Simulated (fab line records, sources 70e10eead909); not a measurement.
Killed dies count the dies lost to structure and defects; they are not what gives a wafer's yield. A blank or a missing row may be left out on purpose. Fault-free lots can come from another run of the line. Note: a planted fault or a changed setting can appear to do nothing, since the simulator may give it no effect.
Which tool did it? :: flow nand-harc :: 33 wafers from 11 lots sampled at 5 of the route's 1302 steps

== WHAT EACH GAUGE READ, for each wafer ==
NHARC_END_SORT_01.
lot: L961
measured: day 32 18:20
on: prober-01
killed-at-array: 66 43

lot: L963
measured: day 33 14:32
on: prober-01
killed-at-array: 80

== WHAT TOOL EACH LOT RAN ON (gives the tool, then ch and the chambers of the sampled wafers, and finally the start) ==
lot: L943
NHARC_A_CONTACT_STRIP_82: rie-diel-04 ch 1,3, day 22 11:04 or earlier
NHARC_A_CONTACT_DEP_85: pecvd-03 ch 1,2, day 22 11:04
NHARC_A_CONTACT_ETCH_88: rie-diel-04 ch 0,1,3, day 22 12:04
NHARC_A_CONTACT_ETCH_98: rie-diel-08 ch 0,1,2, no start

lot: L944
NHARC_A_CONTACT_STRIP_82: rie-diel-04 ch 0,1,3, day 23 02:30 or earlier
NHARC_A_CONTACT_DEP_85: pecvd-02 ch 0,2, day 23 02:30
NHARC_A_CONTACT_ETCH_88: rie-diel-04 ch 0,1, day 23 03:26
NHARC_A_CONTACT_ETCH_98: rie-diel-05 ch 2,3, no start

lot: L946
NHARC_A_CONTACT_STRIP_82: rie-diel-04 ch 1,2,3, day 23 04:10 or earlier
NHARC_A_CONTACT_DEP_85: pecvd-03 ch 0,1, day 23 04:10
NHARC_A_CONTACT_ETCH_88: rie-diel-08 ch 0,1,3, day 23 05:08
NHARC_A_CONTACT_ETCH_98: rie-diel-08 ch 0,2, no start

lot: L942
NHARC_A_CONTACT_STRIP_82: rie-diel-08 ch 0,1,3, day 23 04:35 or earlier
NHARC_A_CONTACT_DEP_85: pecvd-02 ch 0,2, day 23 04:35
NHARC_A_CONTACT_ETCH_88: rie-diel-08 ch 0,1,2, day 23 05:37
NHARC_A_CONTACT_ETCH_98: rie-diel-08 ch 0,1,2, no start

lot: L949
NHARC_A_CONTACT_STRIP_82: rie-diel-05 ch 0,1,2, day 24 04:12 or earlier
NHARC_A_CONTACT_DEP_85: pecvd-04 ch 1,2, day 24 04:12
NHARC_A_CONTACT_ETCH_88: rie-diel-04 ch 1,2,3, day 24 05:11
NHARC_A_CONTACT_ETCH_98: rie-diel-04 ch 0,1,3, no start

lot: L947
NHARC_A_CONTACT_STRIP_82: rie-diel-05 ch 1,2,3, day 24 06:13 or earlier
NHARC_A_CONTACT_DEP_85: pecvd-04 ch 0,1,2, day 24 06:13
NHARC_A_CONTACT_ETCH_88: rie-diel-08 ch 1,2, day 24 07:04
NHARC_A_CONTACT_ETCH_98: rie-diel-05 ch 1,2, no start

lot: L951
NHARC_A_CONTACT_STRIP_82: rie-diel-04 ch 1,2, day 25 12:53 or earlier
NHARC_A_CONTACT_DEP_85: pecvd-03 ch 1,2, day 25 12:53
NHARC_A_CONTACT_ETCH_88: rie-diel-08 ch 1,2,3, day 25 13:52
NHARC_A_CONTACT_ETCH_98: rie-diel-04 ch 0,3, no start

lot: L953
NHARC_A_CONTACT_STRIP_82: rie-diel-08 ch 1,3, day 26 14:27 or earlier
NHARC_A_CONTACT_DEP_85: pecvd-03 ch 0,1,2, day 26 14:27
NHARC_A_CONTACT_ETCH_88: rie-diel-04 ch 0,2, day 26 15:19
NHARC_A_CONTACT_ETCH_98: rie-diel-04 ch 0,1, no start

lot: L961
NHARC_A_CONTACT_STRIP_82: rie-diel-04 ch 1,2,3, day 30 07:59 or earlier
NHARC_A_CONTACT_DEP_85: pecvd-03 ch 0,1, day 30 07:59
NHARC_A_CONTACT_ETCH_88: rie-diel-04 ch 1,2,3, day 30 08:59
NHARC_A_CONTACT_ETCH_98: rie-diel-04 ch 1,3, day 32 18:20 or earlier

lot: L963
NHARC_A_CONTACT_STRIP_82: rie-diel-05 ch 0,2,3, day 31 09:23 or earlier
NHARC_A_CONTACT_DEP_85: pecvd-02 ch 1,2, day 31 09:23
NHARC_A_CONTACT_ETCH_88: rie-diel-04 ch 0,3, day 31 10:16
NHARC_A_CONTACT_ETCH_98: rie-diel-05 ch 0,2,3, day 33 14:32 or earlier

lot: L965
NHARC_A_CONTACT_STRIP_82: rie-diel-04 ch 0,2,3, day 32 05:02 or earlier
NHARC_A_CONTACT_DEP_85: pecvd-03 ch 0,1, day 32 05:02
NHARC_A_CONTACT_ETCH_88: rie-diel-05 ch 0,2, day 32 06:07
NHARC_A_CONTACT_ETCH_98: rie-diel-08 ch 0,1,3, no start
- NHARC_A_CONTACT_STRIP_82: strips in O2.
- NHARC_A_CONTACT_DEP_85: deposits SiON, target thk 60 nm.
- NHARC_A_CONTACT_ETCH_88: etches the open film in CF4, target depth 39 nm, time 65 s.
- NHARC_A_CONTACT_ETCH_98: etches the open film in C4F6/O2, target depth 20 nm, time 10 s.

== THE ANSWER, worked out from the rows above alone ==
Rule: the usual values come from the lots themselves. The widest of any qualifying gaps counts: lots, ordered by their means at a reading, are off when they make up no more than a third of the lots, leave a main group of 4 or more, and stand apart from it by 3 or more times the standard deviation of that group's means. The tables above print the reading to a certain number of digits; a main group whose means all agree to those digits is not used. A lot without any number at a reading at which 4 lots or more have one is off too. Any other lot the step has rows for is counted as sound.
No lot is off on any of the readings shown, so nothing can be concluded from this.

== WHAT THE SIMULATOR HAD PUT IN ==
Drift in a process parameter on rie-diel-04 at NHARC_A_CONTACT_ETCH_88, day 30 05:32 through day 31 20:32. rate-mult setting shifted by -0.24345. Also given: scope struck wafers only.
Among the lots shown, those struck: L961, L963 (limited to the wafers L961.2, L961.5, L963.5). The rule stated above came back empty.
